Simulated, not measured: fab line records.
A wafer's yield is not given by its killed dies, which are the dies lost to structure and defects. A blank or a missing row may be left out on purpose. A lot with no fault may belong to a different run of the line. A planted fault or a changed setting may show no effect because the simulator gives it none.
The same fault as seen by 2 desks | flow nandHarc | what lay behind the numbers comes last; until then each desk has only its own

AT THE METROLOGY DESK
Lot by lot, what the gauges showed, no matter which tool ran the lot: averages of those sampled wafers that carry a number. Any lot whose mean is over 4 standard deviations away from the usual mean is out of limits and marked OUT; that distance is given in the brackets.
Columns: A = thkNm at NHARC_P_M0_THK_MEAS_24, usual 118.1 nm
lot  | first seen here | A
L128 | day 6 19:00     | 119.1
L130 | day 6 19:27     | 117.7
L131 | day 6 20:10     | 119.0
L132 | day 7 01:43     | 118.4
L133 | day 7 06:41     | 118.4
L134 | day 7 11:27     | 117.6
L135 | day 7 12:53     | 118.4
L136 | day 8 07:01     | 118.4
L138 | day 8 12:07     | 118.6
L137 | day 8 12:12     | 118.1
L140 | day 9 05:29     | 118.7
L147 | day 10 19:13    | 118.9
L149 | day 11 13:31    | 118.6
L150 | day 11 13:58    | 118.8
Finding of this desk: none of the 14 lots has anything out of limits.

THE TOOL OWNER'S DESK: pvdSputter-02
The tool's own readings at NHARC_P_M0_PRE_CLEAN_29 (time 30 s): means of the sampled wafers that have a number, for each lot that ran on this tool. Any lot whose mean is over 4 standard deviations away from the usual mean is out of limits and marked OUT; that distance is given in the brackets.
Columns: A = heaterPowerW at NHARC_P_M0_PRE_CLEAN_29, usual 412 W
lot  | first seen here | A
L133 | day 7 05:21     | 383
L136 | day 8 05:40     | 387
L147 | day 10 17:47    | 356
L149 | day 11 12:11    | 356
Finding of this desk: none of the 4 lots has anything out of limits.

BROUGHT TOGETHER
The metrology desk saw nothing out of limits.
Nothing out of limits was seen by the tool owner's desk.

WHAT HAD BEEN PUT IN BY THE SIMULATOR
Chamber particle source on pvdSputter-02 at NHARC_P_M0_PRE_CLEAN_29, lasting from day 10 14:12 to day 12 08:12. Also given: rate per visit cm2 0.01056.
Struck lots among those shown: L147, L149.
